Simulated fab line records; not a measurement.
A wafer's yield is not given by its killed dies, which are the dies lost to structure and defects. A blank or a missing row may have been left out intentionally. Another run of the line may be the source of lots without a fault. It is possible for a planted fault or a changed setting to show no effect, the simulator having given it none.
fab line records	flow n5_finfet
[record] lots = 7	wafers = 39
route steps=1938 shown WELL_APT@33 FIN_SAQP@120 DUMMY_GATE@246 SD_EPI_N@281 SD_EPI_P@321 HKMG_FIN@442 BEOL_M4@1111
start_h: start of the lot's first displayed wafer, in hours after the record's first day	wait_h: time in hours since the lot's previous step	" repeats the value in the row above	L1.1+2: several wafers, shown together as one row	- no value present, or no start provided	* or withheld: withheld	< > ~ a bound
route shown NAME@n: NAME is a module with steps in the file, n the number in the route of the first one	usual: mean/standard deviation taken from wafers without a fault	same: alike in all rows	chamber/n: place in a boat	sites: readings site by site	_std_site: the standard deviation of these	_edge_site: mean of outer sites minus mean of inner sites	radius_mm: for every site, how far away it sits from the centre of the wafer	mask NAME#n: copy n	behind: the last tool/chamber to shape the wafer	hold: what put the lot on hold/how long, in hours/how the hold closed	device: which transistor (n, p or np) failed to switch	end of line: at the end of the route, the tests of the same wafers	a step given without rows: its recipe and nothing more	killed: at the first sort, the dies lost to defects and structure; wafer yield is something else	map: dies across one wafer; x = killed, . = not, _ = none there
set.NAME: setting as actually run; set.NAME@STEP: the setting as run at that earlier step	model.NAME: the simulator's own value behind a step, which no gauge read
lots whose settings were changed on purpose; a table a step, a row a wafer
[[steps]]
[step N5_WELL_APT_IMPLANT_15]
[recipe] species = As	energy_kev = 25	dose_cm2 = 1.5e+13	tilt_deg = 0	rotation_deg = 0
[step N5_FIN_SAQP_MANDREL_ETCH_22]
[recipe] target_depth_a = 600	chemistry = HBr/Cl2	target = a-Si	stop_on = SiNx	bt_time_s = 10	over_etch_frac = 0.5	time_s = 30	pressure_mtorr = 10	icp_w = 800	bias_w = 75	HBr_flow_sccm = 150	Cl2_flow_sccm = 80	ends = end_point
[step N5_DUMMY_GATE_ETCH_32]
[recipe] chemistry = CF4	target = SiO2	target_depth_a = 35	time_s = 3.9	ion_energy_ev = 350	pressure_mtorr = 10	icp_w = 800	bias_w = 400	cf4_flow_sccm = 80
[step N5_DUMMY_GATE_ETCH_44]
[recipe] chemistry = HBr/O2	over_etch_frac = 0.7	target_depth_a = 1275	stop_on = SiO2	ion_energy_ev = 60	bias_w = 20	target = poly-Si	mask_material = SiO2	pressure_mtorr = 20	icp_w = 400	HBr_flow_sccm = 120	O2_flow_sccm = 10
[step N5_SD_EPI_N_SD_RECESS_17]
[recipe] chemistry = HBr/Cl2/O2	target_depth_a = 410	mask_material = SOC	time_s = 23.7	bt_time_s = 3	pressure_mtorr = 10	icp_w = 800	bias_w = 112	HBr_flow_sccm = 150	Cl2_flow_sccm = 80	O2_flow_sccm = 12
[step N5_SD_EPI_P_EPI_21]
[recipe] material = SiGe:B	dopant = B	temp_c = 550	pressure_torr = 20	ambient = H2	time_s = 355
[step N5_HKMG_FIN_ALD_91]
[recipe] material = TiN	target_thk_a = 10	temp_c = 400	ald_precursor_family = TiCl4	ald_co_reactant = NH3	pulse_time_s = 1	purge_time_s = 3	co_reactant_purge_time_s = 2	co_reactant_pulse_time_s = 2	ald_cycles = 47	pressure_torr = 3
[step N5_HKMG_FIN_ALD_71]
[step N5_BEOL_M4_RC_MEAS_101]
[usual] CJ_N = 4.36/0.095	CJ_P = 5.68/0.26	REXT_P = 99.4/2.7	RS_SD_P = 65.8/1
lot.wafer	tool	chamber	start_h	wait_h	set.dose_cm2@WELL_APT_IMPLANT_15	set.over_etch_frac@FIN_SAQP_MANDREL_ETCH_22	set.time_s@DUMMY_GATE_ETCH_32	set.target_depth_a@DUMMY_GATE_ETCH_44	set.time_s@SD_EPI_N_SD_RECESS_17	set.time_s@SD_EPI_P_EPI_21	set.temp_c@HKMG_FIN_ALD_91	set.temp_c@HKMG_FIN_ALD_71	CJ_N	CJ_P	REXT_P[ohm.um]	RS_SD_P[ohm/sq]
L081.1	prober-01	0	209.26	0.0	1.5e+13	0.5265	4.476	1275	23.7	355	400	400	4.38	5.47	99.1	67.6
L081.2	"	0	"	"	1.628e+13	0.5	3.9	1275	25.13	355	408.2	400	4.67	5.37	99.7	68.0
L081.3	"	0	"	"	1.5e+13	0.5265	3.9	1336	23.7	291.1	408.2	408.1	4.51	5.74	103.5	77.1
L081.4	"	0	"	"	1.5e+13	0.5	4.476	1336	25.13	291.1	408.2	408.1	4.55	5.25	104.3	76.4
L081.5	"	0	"	"	1.628e+13	0.5265	3.9	1336	25.13	355	400	408.1	4.69	5.77	99.4	68.9
L081.6	"	0	"	"	1.628e+13	0.5	4.476	1275	23.7	291.1	400	400	4.45	5.89	103.7	76.1
L084.1	prober-01	0	225.37	0.0	1.684e+13	0.4897	3.252	1275	23.7	381	400	400	4.46	5.66	99.4	62.3
L084.2	"	0	"	"	1.684e+13	0.5	3.252	1394	22.58	381	400	400	4.07	5.75	98.9	61.0
L084.3	"	0	"	"	1.5e+13	0.4897	3.9	1394	23.7	355	400	400	4.57	5.53	101.0	64.7
L084.4	"	0	"	"	1.5e+13	0.4897	3.252	1394	22.58	355	400	400	4.20	5.30	102.2	65.3
L084.5	"	0	"	"	1.5e+13	0.5	3.9	1275	23.7	381	400	400	4.47	5.45	101.0	61.0
L084.6	"	0	"	"	1.684e+13	0.5	3.9	1275	22.58	355	400	400	4.10	5.30	100.2	64.8
L086.2	prober-02	0	248.36	0.2	1.5e+13	0.5	3.9	1275	23.7	355	400	400	4.40	6.13	96.7	66.5
L086.3	"	0	"	"	1.5e+13	0.5	3.9	1275	23.7	355	400	400	4.32	6.19	98.1	66.9
L086.6	"	0	"	"	1.5e+13	0.5	3.9	1275	23.7	355	400	400	4.40	6.18	98.1	67.0
L090.1	prober-01	0	285.46	0.0	1.5e+13	0.514	3.098	1137	23.7	334.2	400	409.8	4.25	5.60	102.7	67.8
L090.2	"	0	"	"	1.5e+13	0.5	3.9	1275	23.7	355	400	400	4.36	5.76	100.1	66.5
L090.3	"	0	"	"	1.5e+13	0.514	3.098	1275	24.37	334.2	400	409.8	4.43	5.67	101.1	69.3
L090.4	"	0	"	"	1.5e+13	0.514	3.9	1275	24.37	355	400	400	4.24	5.58	100.3	65.4
L090.5	"	0	"	"	1.5e+13	0.5	3.098	1137	23.7	355	400	409.8	4.35	5.60	100.1	64.8
L090.6	"	0	"	"	1.5e+13	0.5	3.9	1137	24.37	334.2	400	400	4.42	5.69	99.9	67.7
L091.1	prober-02	0	286.19	0.0	1.343e+13	0.5	3.9	1275	23.7	355	400	393	4.16	5.42	96.3	64.6
L091.2	"	0	"	"	1.5e+13	0.5	3.448	1151	24.59	355	400	400	4.46	5.85	97.2	64.3
L091.3	"	0	"	"	1.343e+13	0.5	3.448	1275	23.7	355	400	393	4.30	5.68	96.2	64.2
L091.4	"	0	"	"	1.5e+13	0.5	3.448	1151	23.7	355	400	400	4.43	5.73	96.2	65.0
L091.5	"	0	"	"	1.5e+13	0.5	3.9	1275	24.59	355	400	400	4.57	5.92	96.5	64.9
L091.6	"	0	"	"	1.343e+13	0.5	3.9	1151	24.59	355	400	393	4.43	5.19	95.6	64.5
L092.1	prober-01	0	286.71	0.0	1.795e+13	0.5313	3.9	1275	23.7	323.5	389.1	400	4.39	6.69	101.6	69.9
L092.2	"	0	"	"	1.5e+13	0.5	3.9	1169	22.51	355	389.1	400	4.26	5.48	100.0	66.0
L092.3	"	0	"	"	1.795e+13	0.5	4.489	1275	22.51	323.5	400	400	3.96	6.61	101.5	70.2
L092.4	"	0	"	"	1.5e+13	0.5313	4.489	1169	23.7	323.5	389.1	400	4.32	5.88	103.1	70.3
L092.5	"	0	"	"	1.795e+13	0.5	3.9	1169	23.7	355	400	400	4.35	6.00	99.9	65.6
L092.6	"	0	"	"	1.5e+13	0.5313	4.489	1275	22.51	355	400	400	4.22	5.86	100.9	67.4
L093.1	prober-02	0	288.93	0.0	1.5e+13	0.4809	3.9	1275	25.32	355	387.5	400	4.66	5.75	102.2	65.7
L093.2	"	0	"	"	1.628e+13	0.4809	3.9	1275	25.32	326	400	400	4.56	6.05	103.1	70.1
L093.3	"	0	"	"	1.5e+13	0.4809	3.9	1147	23.7	326	387.5	400	4.34	5.95	102.6	70.9
L093.4	"	0	"	"	1.628e+13	0.5	3.9	1147	25.32	355	387.5	400	4.48	6.17	101.7	66.0
L093.5	"	0	"	"	1.5e+13	0.5	3.9	1147	23.7	355	400	400	4.32	5.78	101.5	66.0
L093.6	"	0	"	"	1.628e+13	0.5	3.9	1275	23.7	326	400	400	4.25	6.10	102.6	69.0
[[key]]
[split] step = N5_WELL_APT_IMPLANT_15	setting = dose_cm2	stated_as = 1.5e+13
[response] step = N5_BEOL_M4_RC_MEAS_101	reading = CJ_P	slope = +0.0337	per = 1%	together_with = all	explained = 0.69
[split] step = N5_FIN_SAQP_MANDREL_ETCH_22	setting = over_etch_frac	stated_as = 0.5
response none clear
[split] step = N5_DUMMY_GATE_ETCH_32	setting = time_s	stated_as = 3.9
response none clear
[split] step = N5_DUMMY_GATE_ETCH_44	setting = target_depth_a	stated_as = 1275
response none clear
[split] step = N5_SD_EPI_N_SD_RECESS_17	setting = time_s	stated_as = 23.7
[response] step = N5_BEOL_M4_RC_MEAS_101	reading = CJ_N	slope = +0.0432	per = 1%	together_with = all	explained = 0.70
[split] step = N5_SD_EPI_P_EPI_21	setting = time_s	stated_as = 355
[response] step = N5_BEOL_M4_RC_MEAS_101	reading = RS_SD_P	slope = -0.453	per = 1%	together_with = all	explained = 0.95
[response] step = N5_BEOL_M4_RC_MEAS_101	reading = REXT_P	slope = -0.212	per = 1%	together_with = all	explained = 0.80
[split] step = N5_HKMG_FIN_ALD_91	setting = temp_c	stated_as = 400
response none clear
[split] step = N5_HKMG_FIN_ALD_71	setting = temp_c	stated_as = 400
response none clear
